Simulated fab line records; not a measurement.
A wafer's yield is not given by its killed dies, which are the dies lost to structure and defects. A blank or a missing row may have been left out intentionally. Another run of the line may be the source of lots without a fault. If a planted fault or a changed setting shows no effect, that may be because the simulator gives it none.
fab line records | flow n5_finfet
record lots=5 | wafers=12 | last_day=17
route steps=1938 shown BEOL_M4@1099 BEOL_M5@1112 MIM_BOT_ETCH@1866 PASSIVATION@1936
lots untouched by any fault: they come from a run of this same line in which no faults occurred
start_h: start of the lot's first displayed wafer, in hours after the record's first day | wait_h: hours elapsed since this lot's preceding step | " unchanged from the row above | L1.1+2: a single row standing in for several wafers | - value missing, or start not given | * or withheld: withheld | < > ~ a bound
route shown NAME@n: names a module that has steps shown in the file, with the first one's number in the route | usual: mean/standard deviation taken from wafers without a fault | same: alike in all rows | chamber/n: place in a boat | sites: readings site by site | _std_site: the values' standard deviation | _edge_site: outer sites' mean less inner sites' | radius_mm: how far each site lies from the wafer's centre | mask NAME#n: copy n | behind: tool/chamber where the wafer was last shaped | hold: why the lot was held/for how many hours/how that ended | device: names the non-switching transistor (n, p or np) | end of line: tests run on the same wafers once the route is complete | a step without rows: its recipe alone | killed: dies that structure and defects cost at the first sort, which is not the same as the wafer's yield | map: a wafer's dies, marking killed ones x, the rest . and places with no die _
set.NAME: the setting that was run; set.NAME@STEP: the one run at that earlier step | model.NAME: the simulator's own value behind a step, which no gauge read
lots at selected steps of the route; one table per step, one row per wafer
services: a tool's chamber out of use, with start hour (start_h, from the record's first day; less than 0 if before it), hours out, and reason
## steps
# step N5_BEOL_M4_ANNEAL_95
# recipe temp_c=400 | time_s=240 | ambient=vacuum
# step N5_BEOL_M4_SPUTTER_96
# recipe material=Cu | target_thk_a=45 | temp_c=-20 | chamber_pressure_pa=0.07 | power_w=withheld | time_s=8.29
# step N5_BEOL_M4_ECD_50
# recipe material=Cu | target_thk_a=3000
# step N5_BEOL_M4_ANNEAL_51
# recipe temp_c=225 | time_s=90 | ambient=N2
# step N5_BEOL_M4_CMP_52
# recipe stop_on=SiOC | t_overpolish_s=6.8 | down_force_psi=1 | platen_rpm=50 | clearing_platen_down_force_psi=1.5 | clearing_platen_rpm=50 | post_cmp_clean=cu_alkaline | target_thk_nm=40 | clearing_platen_pad_velocity_m_s=0.99484 | pad_velocity_m_s=0.99484
# step N5_BEOL_M4_PRE_CLEAN_60
# recipe gas=NH3/H2 | time_s=15 | temp_c=* | rf_power_w=300
# step N5_BEOL_M4_CO_CAP_55
# recipe material=Co | target_thk_a=20 | temp_c=200 | precursor=CCTBA/H2 | pressure_torr=30 | time_s=102.1
# step N5_BEOL_M4_PRE_CLEAN_56
# recipe gas=NH3 | time_s=15 | temp_c=withheld | rf_power_w=300
# step N5_BEOL_M4_DEP_57
# recipe material=SiCN | target_thk_a=80 | temp_c=withheld | precursor=3MS/NH3 | pressure_torr=3 | rf_w=202 | time_s=14
# step N5_BEOL_M4_RC_MEAS_101
# usual DIBL_N=36.3/1.2 | DIBL_P=36.7/1.5 | IOFF_N=0.164/0.02 | IOFF_P=0.214/0.024 | ION_N=673/8.5 | ION_P=461/5.9 | SS_N=71.6/0.44 | SS_P=73.3/0.55 | VT_N=249.4/2.4 | VT_P=-250.0/2.3
lot.wafer | tool      | chamber | start_h | wait_h | DIBL_N[mV/V] | DIBL_P[mV/V] | IOFF_N[nA/um] | IOFF_P[nA/um] | ION_N[uA/um] | ION_P[uA/um] | SS_N[mV/dec] | SS_P[mV/dec] | VT_N[mV] | VT_P[mV]
L391.1    | prober-01 | 0       | 205.52  | 0.0    | 36.2         | 36.5         | 0.157         | 0.238         | 679          | 466          | 71.6         | 73.2         | 245.6    | -245.9
L391.4    | "         | 0       | "       | "      | 36.4         | 36.6         | 0.157         | 0.240         | 678          | 471          | 71.6         | 73.6         | 247.3    | -247.6
L391.6    | "         | 0       | "       | "      | 39.1         | 39.8         | 0.214         | 0.295         | 692          | 475          | 72.5         | 73.6         | 248.0    | -244.1
L404.2    | prober-01 | 0       | 281.12  | 0.2    | 35.2         | 37.4         | 0.164         | 0.210         | 682          | 464          | 71.4         | 72.5         | 247.2    | -249.2
L404.6    | "         | 0       | "       | "      | 34.3         | 36.2         | 0.150         | 0.189         | 668          | 453          | 71.1         | 72.4         | 249.9    | -252.0
L403.2    | prober-02 | 0       | 283.00  | 0.2    | 35.6         | 36.9         | 0.173         | 0.209         | 675          | 461          | 72.3         | 73.1         | 249.2    | -250.9
L403.6    | "         | 0       | "       | "      | 36.5         | 37.8         | 0.187         | 0.233         | 680          | 459          | 71.7         | 73.5         | 244.2    | -249.7
L405.1    | prober-01 | 0       | 286.48  | 0.0    | 36.5         | 36.7         | 0.186         | 0.219         | 677          | 459          | 71.7         | 73.8         | 248.8    | -249.0
L405.6    | "         | 0       | "       | "      | 35.9         | 36.5         | 0.183         | 0.225         | 676          | 459          | 71.9         | 74.0         | 246.8    | -248.9
L407.1    | prober-01 | 0       | 300.04  | 0.0    | 36.3         | 37.0         | 0.167         | 0.223         | 677          | 466          | 71.0         | 72.8         | 248.7    | -250.5
L407.3    | "         | 0       | "       | "      | 37.6         | 37.8         | 0.191         | 0.241         | 672          | 455          | 72.1         | 73.7         | 245.5    | -250.5
L407.5    | "         | 0       | "       | "      | 35.0         | 35.8         | 0.150         | 0.207         | 676          | 464          | 71.3         | 72.3         | 247.3    | -251.2
# step N5_BEOL_M5_ILD_DEP_00
# recipe material=SiCOH_lowk | target_thk_a=1406.4 | temp_c=300 | precursor=DEMS/porogen | pressure_torr=5 | rf_w=500 | time_s=25.9
# step N5_BEOL_M5_CURE_79
# recipe temp_c=385 | time_s=240 | ambient=He/Ar | material=SiCOH_lowk
# step N5_BEOL_M5_PECVD_70
# recipe material=SiO2 | target_thk_a=160 | temp_c=400 | precursor=TEOS/O2 | pressure_torr=5.5 | rf_w=450 | teos_flow_sccm=53.8 | gas=O2 | flow_sccm=3000 | time_s=18
# step N5_BEOL_M5_HM_DEP_02
# recipe material=TiN | target_thk_a=200 | temp_c=25 | chamber_pressure_pa=0.49996
# step N5_BEOL_M5_COAT_59
# recipe resist=SOC | temp_c=250 | time_s=60 | spin_rpm=1500 | resist_thk_nm=60
# step N5_BEOL_M5_COAT_60
# recipe resist=SiARC | temp_c=220 | time_s=60 | spin_rpm=1500 | resist_thk_nm=12
# step N5_BEOL_M5_COAT_71
# recipe resist=underlayer | temp_c=205 | time_s=60 | spin_rpm=1500 | resist_thk_nm=5
# step N5_BEOL_M5_COAT_05
# recipe resist=CAR-EUV | spin_rpm=1500 | resist_thk_nm=30
# step N5_BEOL_M5_EBR_07
# recipe solvent=PGMEA | ebr_width_mm=1.5
# step N5_BEOL_M5_SOFTBAKE_06
# recipe temp_c=110 | time_s=60 | resist=CAR-EUV
# step N5_BEOL_M5_EXPOSE_08
# recipe mask_id=M5 | na=0.33 | source_shape=annular | sigma_inner=0.4 | sigma_outer=0.8 | polarization=unpolarized | target_cd_nm=28 | dose_mj=35.75
# step N5_BEOL_M5_PEB_09
# recipe peb_temp_c=100 | peb_time_s=60 | resist=CAR-EUV
# step N5_BEOL_M5_DEVELOP_10
# recipe develop_time_s=30 | developer=TMAH | resist=CAR-EUV | rinse_liquid=surfactant_rinse | dry=air_spin | dev_temp_c=23
# step N5_BEOL_M5_DESCUM_16
# recipe chemistry=O2 | time_s=7 | source_power_w=50 | bias_power_w=20 | pressure_mtorr=20 | rf_frequency_hz=2.712e+07 | temp_c=40 | resist=CAR-EUV | o2_flow_sccm=225
# step N5_BEOL_M5_ETCH_72
# recipe chemistry=N2/H2 | target=underlayer | target_depth_a=65 | mask_material=CAR-EUV | time_s=5.2 | ion_energy_ev=200 | pressure_mtorr=30 | source_w=840 | bias_w=150 | n2_flow_sccm=200 | h2_flow_sccm=200 | ends=cleared
# step N5_BEOL_M5_ETCH_61
# recipe chemistry=CF4 | target=SiARC | target_depth_a=156 | mask_material=CAR-EUV | time_s=26 | ion_energy_ev=80 | pressure_mtorr=40 | source_w=545 | bias_w=36 | Ar_flow_sccm=100 | cf4_flow_sccm=100 | ends=cleared
# step N5_BEOL_M5_ETCH_62
# recipe chemistry=N2/H2 | target=SOC | target_depth_a=750 | overetch_a=150 | mask_material=SiARC | temp_c=40 | time_s=112.5 | ion_energy_ev=200 | pressure_mtorr=30 | source_w=840 | bias_w=150 | n2_flow_sccm=200 | h2_flow_sccm=200
# step N5_BEOL_M5_STRIP_63
# recipe chemistry=N2/H2 | temp_c=40 | n2_flow_sccm=200 | h2_flow_sccm=200 | rf_frequency_hz=6e+07
# step N5_BEOL_M5_STRIP_73
# recipe chemistry=N2/H2 | temp_c=40 | n2_flow_sccm=200 | h2_flow_sccm=200 | rf_frequency_hz=6e+07
# step N5_BEOL_M5_STRIP_64
# recipe chemistry=CF4 | resist=SiARC | power_w=300 | bias_power_w=75 | pressure_mtorr=50 | cf4_flow_sccm=150 | rf_frequency_hz=6e+07
# step N5_BEOL_M5_HM_OPEN_17
# recipe chemistry=Cl2/BCl3 | target_depth_a=200 | overetch_a=60 | target=TiN | mask_material=SOC | ion_energy_ev=150 | pressure_mtorr=10 | icp_w=1000 | bias_w=126 | Cl2_flow_sccm=53.25 | bcl3_flow_sccm=21.75 | Ar_flow_sccm=25
# step N5_BEOL_M5_STRIP_19
# recipe chemistry=O2 | power_w=400 | temp_c=40 | pressure_mtorr=30 | rf_frequency_hz=6e+07 | bias_power_w=0 | overash_fraction=0.2 | o2_flow_sccm=225
# step N5_BEOL_M5_COAT_65
# recipe resist=SOC | temp_c=250 | time_s=60 | spin_rpm=1500 | resist_thk_nm=60
# step N5_BEOL_M5_COAT_66
# recipe resist=SiARC | temp_c=220 | time_s=60 | spin_rpm=1500 | resist_thk_nm=12
# step N5_MIM_BOT_ETCH_ETCH_04
# recipe chemistry=CF4/O2 | target=SiNx | target_depth_a=260 | time_s=13 | ion_energy_ev=100 | pressure_mtorr=40 | source_w=535 | bias_w=49 | Ar_flow_sccm=100 | cf4_flow_sccm=100 | O2_flow_sccm=10
# usual bias_w=49.01/0.15 | drypump_motor_current_A=5.8/0.38 | mfc_ar_sccm=100.00/0.29 | oes_product_au=0.81/0.095 | rf_fwd_power_W=531.6/1.9 | rf_vpp_V=240.5/2.7 | showerhead_plenum_p_Torr=2.20/0.051 | throttle_valve_pct=15.98/0.27
lot.wafer | tool        | chamber | start_h | wait_h | bias_w | drypump_motor_current_A | mfc_ar_sccm | oes_product_au | rf_fwd_power_W | rf_hours_counter_h | rf_vpp_V | showerhead_plenum_p_Torr | throttle_valve_pct | model.etch.depth_nm | model.coat_of_MIM_BOT_LITHO_COAT_02.thk_nm | model.MIM_BOT_ETCH.cd_offset_nm
L391.1    | rie_diel-04 | 3       | 301.19  | 0.0    | 49.03  | 6.0                     | 99.77       | 0.87           | 529.8          | 42                 | 238.3    | 2.16                     | 15.75              | 26.15               | *                                          | 0
L391.4    | "           | 1       | "       | "      | 48.98  | 5.7                     | 100.58      | 0.73           | 534.9          | 185                | 242.4    | 2.28                     | 16.32              | 25.5                | *                                          | 0
L391.6    | "           | 3       | "       | "      | 49.19  | 6.0                     | 99.61       | 0.86           | 529.7          | -                  | 236.5    | 2.16                     | 15.76              | 25.74               | *                                          | 0
L403.2    | rie_diel-04 | 1       | 372.86  | 0.0    | 48.83  | 5.7                     | 100.05      | 0.71           | 532.7          | 212                | 241.0    | 2.27                     | 16.37              | 25.72               | *                                          | 0.2
L403.6    | "           | 1       | "       | "      | 48.92  | 5.7                     | 99.87       | 0.53           | 533.4          | -                  | 242.2    | 2.27                     | 16.31              | 14.73               | *                                          | 0.6
L404.2    | rie_diel-04 | 3       | 385.28  | 0.0    | 48.93  | 6.1                     | 100.15      | 0.82           | 530.6          | 75                 | 237.6    | 2.15                     | 15.81              | 25.91               | *                                          | 0
L404.6    | "           | 1       | "       | "      | 49.22  | 5.7                     | 100.11      | 0.52           | 533.4          | -                  | 242.0    | 2.27                     | 16.32              | 14.71               | *                                          | 0.6
L405.1    | rie_diel-04 | 0       | 385.42  | 0.0    | 49.11  | 5.4                     | 99.93       | 0.87           | 534.6          | 40                 | 241.5    | 2.16                     | 15.66              | 25.79               | *                                          | 0
L405.6    | "           | 1       | "       | "      | 48.87  | 5.7                     | 99.92       | 0.52           | 531.1          | -                  | 241.0    | 2.27                     | 16.34              | 14.68               | *                                          | 0.6
L407.1    | rie_diel-01 | 1       | 401.56  | 0.0    | 49.22  | 6.6                     | 99.84       | 0.94           | 532.8          | 14                 | 240.4    | 2.17                     | 15.93              | 26.59               | *                                          | 0
L407.3    | "           | 0       | "       | "      | 48.96  | 6.5                     | 99.92       | 0.77           | 532.4          | 118                | 245.4    | 2.31                     | 16.19              | 25.78               | *                                          | 0
L407.5    | "           | 2       | "       | "      | 49.00  | 5.9                     | 99.91       | 0.68           | 534.6          | -                  | 241.6    | 2.18                     | 16.04              | 25.54               | *                                          | 0
# step N5_MIM_BOT_ETCH_ETCH_03
# recipe chemistry=Cl2/BCl3 | target_depth_a=120 | pressure_mtorr=8 | icp_w=800 | bias_w=100 | Cl2_flow_sccm=20 | bcl3_flow_sccm=80
# usual bias_w=100.1/0.32 | drypump_motor_current_A=6.0/0.39 | oes_product_au=0.79/0.085 | rf_fwd_power_W=794.8/2.7 | throttle_valve_pct=27.45/0.16
lot.wafer | tool         | chamber | start_h | wait_h | bias_w | drypump_motor_current_A | oes_product_au | rf_fwd_power_W | rf_hours_counter_h | throttle_valve_pct
L391.1    | rie_metal-01 | 1       | 301.28  | 0.1    | 100.0  | 5.3                     | 0.93           | 791.0          | 2                  | 27.18
L391.4    | "            | 0       | "       | "      | 100.1  | 5.4                     | 0.67           | 796.6          | -                  | 27.63
L391.6    | "            | 0       | "       | "      | 99.5   | 5.5                     | 0.67           | 796.9          | -                  | 27.62
L403.2    | rie_metal-03 | 0       | 372.95  | 0.1    | 100.2  | 6.5                     | 0.79           | 796.6          | 39                 | 27.42
L403.6    | "            | 1       | "       | "      | 99.6   | 6.0                     | 0.53           | 795.6          | -                  | 27.33
L404.2    | rie_metal-02 | 0       | 385.37  | 0.1    | 99.7   | 5.7                     | 0.66           | 795.9          | 97                 | 27.73
L404.6    | "            | 1       | "       | "      | 100.6  | 6.3                     | 0.51           | 794.8          | -                  | 27.50
L405.1    | rie_metal-03 | 1       | 385.51  | 0.1    | 99.9   | 5.9                     | 0.84           | 796.6          | 25                 | 27.31
L405.6    | "            | 1       | "       | "      | 99.6   | 5.9                     | 0.53           | 794.5          | -                  | 27.33
L407.1    | rie_metal-02 | 1       | 401.65  | 0.1    | 100.2  | 6.3                     | 0.80           | 797.0          | 36                 | 27.49
L407.3    | "            | 0       | "       | "      | 99.9   | 5.8                     | 0.66           | 796.1          | -                  | 27.72
L407.5    | "            | 1       | "       | "      | 100.5  | 6.3                     | 0.80           | 797.6          | -                  | 27.49
# step N5_MIM_BOT_ETCH_ETCH_00
# recipe chemistry=Cl2/BCl3 | target=TiN | target_depth_a=455 | ion_energy_ev=150 | pressure_mtorr=10 | icp_w=1000 | bias_w=126 | Cl2_flow_sccm=53.25 | bcl3_flow_sccm=21.75 | Ar_flow_sccm=25
# usual bias_w=126.0/0.36 | drypump_motor_current_A=6.0/0.39 | mfc_ar_sccm=25.00/0.08 | oes_product_au=0.79/0.084 | rf_fwd_power_W=995/3.3 | throttle_valve_pct=21.84/0.16
lot.wafer | tool         | chamber | start_h | wait_h | bias_w | drypump_motor_current_A | mfc_ar_sccm | oes_product_au | rf_fwd_power_W | rf_hours_counter_h | throttle_valve_pct | model.coat_of_MIM_BOT_LITHO_COAT_02.thk_nm
L391.1    | rie_metal-01 | 1       | 301.37  | 0.1    | 126.6  | 5.3                     | 25.00       | 0.94           | 991            | 2                  | 21.53              | *
L391.4    | "            | 0       | "       | "      | 126.5  | 5.4                     | 25.12       | 0.67           | 999            | -                  | 22.04              | *
L391.6    | "            | 0       | "       | "      | 125.4  | 5.5                     | 24.99       | 0.67           | 993            | -                  | 22.04              | *
L403.2    | rie_metal-03 | 0       | 373.04  | 0.1    | 125.7  | 6.4                     | 25.04       | 0.78           | 995            | 39                 | 21.83              | *
L403.6    | "            | 1       | "       | "      | 126.4  | 6.0                     | 25.05       | 0.53           | 997            | -                  | 22.23              | *
L404.2    | rie_metal-02 | 0       | 385.46  | 0.1    | 126.5  | 5.7                     | 25.03       | 0.66           | 996            | 97                 | 22.09              | *
L404.6    | "            | 1       | "       | "      | 125.3  | 6.3                     | 25.11       | 0.51           | 996            | -                  | 22.33              | *
L405.1    | rie_metal-03 | 1       | 385.60  | 0.1    | 126.3  | 5.9                     | 24.95       | 0.84           | 991            | 25                 | 21.75              | *
L405.6    | "            | 1       | "       | "      | 125.5  | 6.0                     | 24.93       | 0.53           | 989            | -                  | 22.26              | *
L407.1    | rie_metal-02 | 1       | 401.74  | 0.1    | 125.9  | 6.2                     | 25.07       | 0.81           | 996            | 36                 | 21.83              | *
L407.3    | "            | 0       | "       | "      | 125.9  | 5.8                     | 25.17       | 0.65           | 992            | -                  | 22.09              | *
L407.5    | "            | 1       | "       | "      | 125.6  | 6.2                     | 25.10       | 0.80           | 996            | -                  | 21.83              | *
# step N5_PASSIVATION_PROBE_49
# usual defect_limited_yield=91.2/1.5 | killed_at_M0_to_M3=35/11 | killed_at_M4_up=13/5.6 | killed_at_contacts=13/6.3 | killed_at_front_end=38/12 | killed_at_other=3.7/2.9 | killed_dies=104/18 | killed_on_rim=14/3.8 | killed_open=69/13 | killed_short=34/8.3 | sort_bin_5_function=5.2/0.95 | sort_bin_6_memory=3.3/0.68 | sort_n_pass=1076/18 | sort_yield_pct=91.2/1.5
# same gross_dies=1180 | killed_at_back_side=0 | sort_bin_4_leakage[%]=0 | sort_bin_8_speed[%]=0
lot.wafer | tool      | chamber | start_h | wait_h | defect_limited_yield[%] | killed_at_M0_to_M3 | killed_at_M4_up | killed_at_contacts | killed_at_front_end | killed_at_other | killed_dies | killed_on_rim | killed_open | killed_short | sort_bin_5_function[%] | sort_bin_6_memory[%] | sort_n_pass | sort_yield_pct[%]
L391.1    | prober-01 | -       | 311.51  | 0.0    | 91.4                    | 24                 | 15              | 21                 | 38                  | 3               | 101         | 18            | 63          | 36           | 5.3                    | 3.1                  | 1079        | 91.4
L391.4    | prober-01 | -       | 311.66  | 0.2    | 90.0                    | 46                 | 17              | 19                 | 33                  | 3               | 118         | 23            | 73          | 40           | 5.7                    | 3.9                  | 1062        | 90.0
L391.6    | prober-01 | -       | 311.76  | 0.3    | 90.9                    | 41                 | 21              | 11                 | 34                  | 0               | 107         | 16            | 68          | 31           | 5.1                    | 3.3                  | 1073        | 90.9
L403.6    | prober-02 | -       | 383.94  | 0.3    | 33.2                    | 38                 | 17              | 22                 | 21                  | 690             | 788         | 129           | 75          | 25           | 63.6                   | 2.8                  | 392         | 33.2
L405.6    | prober-01 | -       | 393.81  | 0.3    | 31.3                    | 59                 | 12              | 14                 | 34                  | 692             | 811         | 128           | 84          | 41           | 63.9                   | 4.3                  | 369         | 31.3
L404.2    | prober-02 | -       | 394.22  | 0.1    | 90.1                    | 42                 | 14              | 8                  | 52                  | 1               | 117         | 15            | 69          | 48           | 6.4                    | 3.2                  | 1063        | 90.1
L404.6    | prober-02 | -       | 394.42  | 0.3    | 27.5                    | 47                 | 21              | 10                 | 25                  | 753             | 856         | 140           | 73          | 29           | 68.9                   | 3.4                  | 324         | 27.5
# killed by level:class
L391.1 MOL_CONTACT_COAG:geometric_particle:open=14 FIN_SAQP:geometric_particle:short=7 FIN_SAQP:geometric_particle:open=7 STI_FIN_REVEAL:geometric_particle:open=7 BEOL_M5:geometric_particle:open=7 MOL_CONTACT_COAG:geometric_particle:short=6 DUMMY_GATE:geometric_particle:open=5 BEOL_M0_SAQP:geometric_particle:short=5
L391.4 MOL_CONTACT_COAG:geometric_particle:open=13 BEOL_M0_SAQP:geometric_particle:short=13 BEOL_M1:geometric_particle:open=12 BEOL_M0_SAQP:geometric_particle:open=8 FIN_SAQP:geometric_particle:open=7 STI_FIN_REVEAL:geometric_particle:open=6 STARTING-WAFER:geometric_particle:short=5 FIN_SAQP:geometric_particle:short=4
L391.6 FIN_SAQP:geometric_particle:short=9 STI_FIN_REVEAL:geometric_particle:open=9 BEOL_M3:geometric_particle:open=9 MOL_CONTACT_COAG:geometric_particle:open=8 BEOL_M1:geometric_particle:open=8 BEOL_M0_SAQP:geometric_particle:open=7 BEOL_M2:geometric_particle:open=6 BEOL_M0_SAQP:geometric_particle:short=6
L403.6 MIM_BOT_ETCH:area_etch=688 MOL_CONTACT_COAG:geometric_particle:open=20 BEOL_M2:geometric_particle:open=8 BEOL_M4:geometric_particle:open=7 BEOL_M0_SAQP:geometric_particle:open=5 BEOL_M1:geometric_particle:open=5 BEOL_M2:geometric_particle:short=5 FIN_SAQP:geometric_particle:open=4
L405.6 MIM_BOT_ETCH:area_etch=686 BEOL_M3:geometric_particle:open=19 MOL_CONTACT_COAG:geometric_particle:open=12 FIN_SAQP:geometric_particle:short=9 BEOL_M2:geometric_particle:open=9 FIN_SAQP:geometric_particle:open=7 BEOL_M1:geometric_particle:open=7 BEOL_M3:geometric_particle:short=6
L404.2 STI_FIN_REVEAL:geometric_particle:open=15 BEOL_M0_SAQP:geometric_particle:open=10 BEOL_M0_SAQP:geometric_particle:short=10 BEOL_M3:geometric_particle:open=8 FIN_SAQP:geometric_particle:short=7 BEOL_M4:geometric_particle:open=6 STARTING-WAFER:geometric_particle:open=6 FIN_SAQP:geometric_particle:open=5
L404.6 MIM_BOT_ETCH:area_etch=752 BEOL_M3:geometric_particle:open=12 BEOL_M2:geometric_particle:open=11 BEOL_M4:geometric_particle:open=10 BEOL_M0_SAQP:geometric_particle:open=9 MOL_CONTACT_COAG:geometric_particle:open=8 BEOL_M0_SAQP:geometric_particle:short=8 STI_FIN_REVEAL:geometric_particle:open=5
# map L403.6 (x killed, . not)
_________________xxxxxxxxxxxx________________
______________xxxxxxxxxxxxxxxxxx_____________
___________xxxxxxxxxxxxxxxxxxxxxxxx__________
__________xxxxxxxx.xxxxxxxxxxxxxxxxx_________
________xxxxxxxxxxxxxxxxxxxxxxxxxxxxxx_______
_______xxxxxxxxxxxxxxx.xxxxxxxxxxxxxxxx______
______xxxxxxxxxxxx.x..x.xxxxxxxxxxxxxxxx_____
_____xxxxxxxxx..xx.xxxxxxxxxxxxxxxxxxxxxx____
____xxxxxxxxxxxx.xxxxx.x.xxxxxxxxxxxxxxxxx___
___xxxxxxxxxxxxx.x..x..xx.xxxxxxx.xxxxxxxxx__
___xxxxxxxxxxxxxxx.xxxxx...x.xxxxxx..xxxxxx__
__xxxxxxxxxxxxxxxx........x.xxx....x.xxxxxxx_
__xxxxxxxxxxxxxx..x..x.x...x.x..xx.xxxx.xxxx_
_xxxxxxxxxxxxx.x..x..x.x.x.x..x..xxxxx...xxxx
_xxxxxxxxxxx..xx..x...x.........x...x..x.xxxx
_xxxxxxxxxxxxxx..x.x..x..............xxxx.xxx
_xxxxxxxxxxxxxx..x...............xx....x.xx.x
_xxxxxxxxxxxxx.xx....x.........x....xxxx..xxx
_xxxxxxxxxxx.x.x.......x..........x......xxxx
_xxxxxx.xxxxx.............x...x..x..x.xx..xxx
_xxxxxxxxxxxxxxx..........x......x...x.xxxxxx
__xxxxxxxxxxxx.x...............x.x......x.x._
__xxxxxxxxxxxxx.x..x...............xx..x.xxx_
___xxxxxxxxxxxxx.............xx.xx....xxxx.__
___xxxxxxxxxxxx.xx....x..xx..xxx.....xx....__
____xxxxxxxxx.xx.xxx.xx.xxxxxxxxx.xxxxx..x___
_____xxxxxxxxx.x....x.xxx..xxxxxx.x.xxx..____
______xxxxxxxx.x.x....x...x...x.xxxxxx.x_____
_______xxxx..x.....x.x.xxxxx.x.x.xxxxxx______
________.xxxx..x.x..xxxxxx.xxx.x.xxxxx_______
__________x.xxxx..xxxx.x.x.x..x..xxx_________
___________xx.xx...xx.x.xxxxxxxx.xx__________
______________.xxxx.x...xx.x.x.x_____________
_________________xx...x.x....________________
# map L404.6 (x killed, . not)
_________________xxxxxxxxxxxx________________
______________xxxxxxxxxxxxxxxxxx_____________
___________xxxxxxxxxxxxxxxxxxxxxxxx__________
__________xxxxxxxxxxxxxxxxxxxxxxxxxx_________
________xxxxxxxx.xxxxxxxxxxxxxx.xxxxxx_______
_______xxxxxxxxxxxxxx.xxx.xxxxxxxxxxxxx______
______xxxxxxxxxxxxxxxxxxxxxxxxxxxxxxxxxx_____
_____xxxxxxxxxxxxxxxxxxxxxxxxxxxxxxxxxxxx____
____xxxxxxxxxxxxxx.xxxx.xxxxxxxxxxxxxxxxxx___
___xxxxxxxxxxxxxxxxxxxxxxxxxxxxxxxxxxx..xxx__
___xxxxxxxxxxxxxxxxxxx.xx.xxxxx.xx.xxxxxxxx__
__xxxxxxxxxxxxxxxx.xx.x.xx.x.xxx.xxxxxxxxxxx_
__xxxxxxxxxxxxxxxx..xxxx..x..x..x.xx...xxxxx_
_xxxxxxxxxxxxxx.x..x..x..xx....x..x.x.xxxxxxx
_xxxxxxxxxxxxx..xx...x.x......x....xxx.xxxxxx
_xxxxxxxx.xxxx....x...x................xxxx.x
_xxxxxxxxxxxxx.........x..x.........x.xxxxxxx
_xxxxxxxxxxxxxxx..x.........x..........xxxxxx
_xxxxxxxxxxxxxx...x..x.......x.........xx.x.x
_xxxxxxxxxxxxx....x....................xxxxxx
_xxxxxxxxxxx.xx..x..x.................x..xxxx
__xxxxxxxxxxxxxx...x..xx......x....xx.xxx.xx_
__xxxxxxxxxxxxxx.x.x..x.....x..........xxxxx_
___xxxxxxxxx...x.xxxx....x....x....x.xxxxxx__
___xxxxxxxxxxxxxxxxxx.x.x..x.x.x.x..x..xxxx__
____xxxxxxxxxxxx.xx.xxx.x.x..xxx..x.xx.x.x___
_____xxxxxxxxxxxxx.xxxxxx......x.xxxxxx..____
______xxxxxxxxxx..xxx.x..x.x.x...xxxxxxx_____
_______xxxxxxxxx.xx.xx.x..xxx.x.xx.xxxx______
________xxxxxxxxxxx...xxxxxxxxx.xxx..x_______
__________.xxxx.xxxxxxxxxxxx.x.xxxxx_________
___________xxxxxxxx.xxxxxxxxxxxx.xx__________
______________xxx.xxxx.x.x..xxx._____________
_________________xxx..xxx.xxx________________
## services
tool         | chamber | start_h | hours | kind
rie_metal-02 | 1       | 287.03  | 22.4  | repair
rie_metal-03 | 0       | 334.30  | 4.0   | repair
rie_diel-01  | 1       | 336.70  | -     | clean
rie_diel-01  | 1       | 336.70  | -     | consumable_replace:focus_ring
rie_diel-01  | 1       | 336.70  | 22.8  | scheduled_down
rie_diel-01  | 1       | 336.70  | 22.8  | vent_cycle
rie_diel-04  | 2       | 345.36  | -     | clean
rie_diel-04  | 2       | 345.36  | -     | consumable_replace:focus_ring
rie_diel-04  | 2       | 345.36  | 27.9  | scheduled_down
rie_diel-04  | 2       | 345.36  | 27.9  | vent_cycle
rie_diel-04  | 0       | 346.07  | 5.5   | repair
rie_diel-01  | 0       | 350.57  | 4.9   | repair
rie_metal-01 | -       | 351.42  | 28.1  | pm
rie_diel-01  | 3       | 365.79  | 24.3  | repair
rie_diel-04  | -       | 378.75  | 4.3   | pm
rie_diel-01  | 1       | 381.65  | 11.7  | repair
rie_metal-02 | -       | 397.47  | 1.4   | pm
rie_metal-01 | 0       | 399.50  | -     | clean
## key
first_sign step=N5_MIM_BOT_ETCH_ETCH_03 | reading=oes_product_au | direction=down | sigmas=3.1 | usual=0.79 | struck=0.52
effect step=N5_MIM_BOT_ETCH_ETCH_00 | reading=oes_product_au | direction=down | sigmas=3.2 | usual=0.79 | struck=0.52
effect step=N5_PASSIVATION_PROBE_49 | reading=killed_at_other | direction=up | sigmas=99+ | usual=3.7 | struck=711.7
model_effect step=N5_MIM_BOT_ETCH_ETCH_04 | value=etch.depth_nm | without=25.64 | struck=14.71
model_effect step=N5_MIM_BOT_ETCH_ETCH_00 | value=coat_of_MIM_BOT_LITHO_COAT_02.thk_nm | without=* | struck=*
more_kills_born_at N5_MIM_BOT_ETCH_ETCH_04@rie_diel-04=2126
met_at N5_MIM_BOT_ETCH_ETCH_04
struck_wafers L403.6,L404.6,L405.6
later_rows_left_out L403.6,L404.6,L405.6
onset_between 301.19 372.86
fault kind=process_parameter_drift | tool=rie_diel-04 | chamber=- | onset_h=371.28 | steps=N5_MIM_BOT_ETCH_ETCH_04 | channel=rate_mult | offset=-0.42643 | shape=step | end_h=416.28 | scope=struck_wafers_only
# later_rows_left_out: the simulator's readings of these wafers behind a module that went badly wrong aren't trusted and aren't shown, but for the sort
